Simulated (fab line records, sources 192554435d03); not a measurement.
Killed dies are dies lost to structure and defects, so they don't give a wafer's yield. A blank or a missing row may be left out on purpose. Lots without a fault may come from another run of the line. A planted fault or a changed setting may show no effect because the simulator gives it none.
A struck lot beside a sound one | flow n5_finfet | 37 steps out of a route of 1938
Sound: wafers L916.2, L916.3, L916.5. Struck: wafers L922.2, L922.3. (L922.5 of the same lot was not struck and is left out.) The cause comes at the end.
At each step with rows: each side's tool, then ch and its chambers, then its first start. Under that, the readings that differ: sound wafers | struck wafers | difference of the means | sigmas: that difference in standard deviations of wafers without a fault.
alike: readings whose means differ by less than 2 such deviations, and words and numbers that are the same on both sides. not compared: withheld readings, readings that some wafer has no value for, bounds like >300 that may hide the same value, and numbers for which the record gives no deviation and whose values overlap.
The two part at a step that has a row with sigmas, a row that says differs or no value, or rows on one side only. Numbers that don't overlap but have no deviation are shown without sigmas and don't part them. A reading that every wafer of one side lacks parts them only if that side has two wafers or more.

first, 9 steps without rows for these wafers: N5_MOL_CONTACT_COAG_COAT_78 (resist thk 40 nm); N5_MOL_CONTACT_COAG_EBR_80; N5_MOL_CONTACT_COAG_SOFTBAKE_79 (time 60 s); N5_MOL_CONTACT_COAG_EXPOSE_81 (exposes mask VG, defocus 0 nm); N5_MOL_CONTACT_COAG_PEB_82 (peb time 60 s); N5_MOL_CONTACT_COAG_DEVELOP_83 (develop time 30 s); N5_MOL_CONTACT_COAG_DESCUM_88 (chemistry O2, time 7 s); N5_MOL_CONTACT_COAG_ETCH_89 (etches underlayer in N2/H2, target depth 13 nm, time 10.4 s); N5_MOL_CONTACT_COAG_ETCH_90 (etches SiARC in CF4, target depth 13 nm, time 21.7 s).
N5_MOL_CONTACT_COAG_ALD_131: deposits SiO2, target thk 5 nm, pulse time 1 s, co reactant pulse time 1 s.
  sound on ald_sin-01 ch 0,2,3, day 6 17:42; struck on ald_sin-01 ch 1,2, day 7 22:57
  reading                                            | sound    | struck  | difference | sigmas
  ald_cycles                                         | 35 35 35 | 43 43   | +8         |
  model.SiO2_of_MOL_CONTACT_COAG_ALD_131.thk_nm (nm) | 5 5 5    | 6.2 6.2 | +1.2       |
  alike: heater_power_outer_w, heater_power_w, precursor_pulse_height_rel
then, 25 steps without rows for these wafers: N5_MOL_CONTACT_COAG_ETCHBACK_132 (etches SiO2 in CHF3, target depth 10 nm, time 6.7 s); N5_MOL_CONTACT_COAG_ETCH_91 (etches SOC in N2/H2, target depth 60 nm, overetch 21 nm, time 101.2 s); N5_MOL_CONTACT_COAG_STRIP_92 (strips in N2/H2); N5_MOL_CONTACT_COAG_STRIP_93 (strips in N2/H2); N5_MOL_CONTACT_COAG_ETCHBACK_135 (etches SiO2 in CHF3, target depth 25 nm, time 16.7 s); N5_MOL_CONTACT_COAG_STRIP_118 (strips in CHF3); N5_MOL_CONTACT_COAG_VIA_ETCH_46 (etches SiO2 in C4F6/O2, target depth 46 nm, overetch 9.2 nm, time 40 s); N5_MOL_CONTACT_COAG_STRIP_96 (strips in N2/H2); N5_MOL_CONTACT_COAG_ETCH_47 (etches SiNx in CH3F/O2, stops on W, target depth 27 nm); N5_MOL_CONTACT_COAG_STRIP_119 (strips in N2/H2, time 30 s); N5_MOL_CONTACT_COAG_PRECLEAN_144 (cleans in alkaline clean, time 60 s); N5_MOL_CONTACT_COAG_SRD_145 (time 30 s); N5_MOL_CONTACT_COAG_COAT_62 (time 60 s, resist thk 60 nm); N5_MOL_CONTACT_COAG_COAT_63 (time 60 s, resist thk 10 nm); N5_MOL_CONTACT_COAG_COAT_64 (time 60 s, resist thk 10 nm); N5_MOL_CONTACT_COAG_COAT_34 (resist thk 40 nm); N5_MOL_CONTACT_COAG_EBR_36; N5_MOL_CONTACT_COAG_SOFTBAKE_35 (time 60 s); N5_MOL_CONTACT_COAG_EXPOSE_37 (exposes mask VD, defocus 0 nm); N5_MOL_CONTACT_COAG_PEB_38 (peb time 60 s); N5_MOL_CONTACT_COAG_DEVELOP_39 (develop time 30 s); N5_MOL_CONTACT_COAG_DESCUM_45 (chemistry O2, time 7 s); N5_MOL_CONTACT_COAG_ETCH_65 (etches underlayer in N2/H2, target depth 13 nm, time 10.4 s); N5_MOL_CONTACT_COAG_ETCH_66 (etches SiARC in CF4, target depth 13 nm, time 21.7 s); N5_MOL_CONTACT_COAG_ALD_133 (deposits SiO2, target thk 5 nm, pulse time 1 s, co reactant pulse time 1 s).
-- the record jumps here: 5 days lie between the struck wafers' starts before and after (it left off in module MOL_CONTACT_COAG and takes up again in module BEOL_M4, whose first step shown is number 1111 of the route) --
N5_BEOL_M4_RC_MEAS_101:
  sound on prober-01 ch 0, day 11 22:43; struck on prober-01 ch 0, day 13 09:40
  not compared: device, DIBL_N, DIBL_P, IOFF_N, IOFF_P, ION_N, ION_P, SS_N, SS_P, VT_N, VT_P
-- the record jumps here: 5 days lie between the struck wafers' starts before and after (it left off in module BEOL_M4 and takes up again in module PASSIVATION, whose first step shown is number 1936 of the route) --
N5_PASSIVATION_PROBE_49:
  the record has rows for the struck wafers here (prober-01, day 17 23:05) and none for the sound ones

WHERE THEY PART
Only at N5_PASSIVATION_PROBE_49, within this record.

WHY: what the simulator had put in
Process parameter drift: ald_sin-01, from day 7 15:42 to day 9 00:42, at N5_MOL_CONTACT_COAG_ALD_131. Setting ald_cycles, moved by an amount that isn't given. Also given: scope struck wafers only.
